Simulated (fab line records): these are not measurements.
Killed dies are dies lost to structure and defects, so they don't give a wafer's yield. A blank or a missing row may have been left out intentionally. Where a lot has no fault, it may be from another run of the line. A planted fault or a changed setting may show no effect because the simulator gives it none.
Matching of chambers -- flow n5-finfet -- N5_PASSIVATION_PECVD_00 on pecvd-04 has 3 sister chambers
The step deposits SiO2 from SiH4/N2O, target thk 200 nm, time 11.2 s. 18 wafers are shown with their chamber, then 9 later ones without.

## WAFERS, EACH WITH ITS CHAMBER
wafer,chamber,throttle-valve-pct (%),showerhead-plenum-p-Torr (Torr),heater-power-w (W)
L075.1,0,54.3,8.37,427
L075.2,1,52.9,8.12,596
L075.6,2,49.8,8.28,594
L074.2,2,49.7,8.30,625
L074.3,0,54.2,8.35,535
L074.5,0,54.5,8.33,548
L080.2,2,49.9,8.27,672
L080.5,1,52.8,8.12,628
L080.6,2,50.0,8.30,650
L082.2,1,52.9,8.12,570
L082.4,0,54.6,8.35,506
L082.5,2,49.9,8.27,634
L093.2,1,52.8,8.10,605
L093.3,0,55.1,8.35,514
L093.5,2,50.2,8.28,584
L091.1,0,54.9,8.37,528
L091.2,1,52.9,8.11,582
L091.4,0,55.0,8.37,538

SIGNATURES (means of the wafers above)
reading,chamber 0,chamber 1,chamber 2,scatter within a chamber
throttle-valve-pct,54.657,52.860,49.917,0.245
showerhead-plenum-p-Torr,8.3557,8.1140,8.2833,0.0132
heater-power-w,513.71,596.20,626.50,34.2
Rule: distance of a wafer from a chamber = root of the sum over the readings of ((wafer's reading minus chamber's mean) / reading's scatter) squared. The wafer belongs to the nearest chamber; if the next one is less than 2 further off, it can't be placed. The scatter: the root of (the sum of the squares of (reading less its chamber's mean) over the shown wafers, divided by (wafers less chambers)).

## WAFERS MISSING THEIR CHAMBER
wafer,throttle-valve-pct (%),showerhead-plenum-p-Torr (Torr),heater-power-w (W)
L090.4,55.1,8.37,484
L090.5,50.5,8.28,670
L090.6,52.9,8.12,591
L092.4,52.7,8.13,516
L092.5,55.2,8.36,561
L092.6,50.3,8.30,644
L097.1,55.6,8.36,494
L097.3,55.2,8.32,502
L097.5,50.6,8.29,628

## THE CHAMBER EACH PASSED THROUGH
wafer,from the rows above,in truth
L090.4,0,0
L090.5,2,2
L090.6,1,1
L092.4,1,1
L092.5,0,0
L092.6,2,2
L097.1,0,0
L097.3,0,0
L097.5,2,2
9 of 9 placed correctly. Can't be placed from these rows: 0. Placed wrongly: 0.
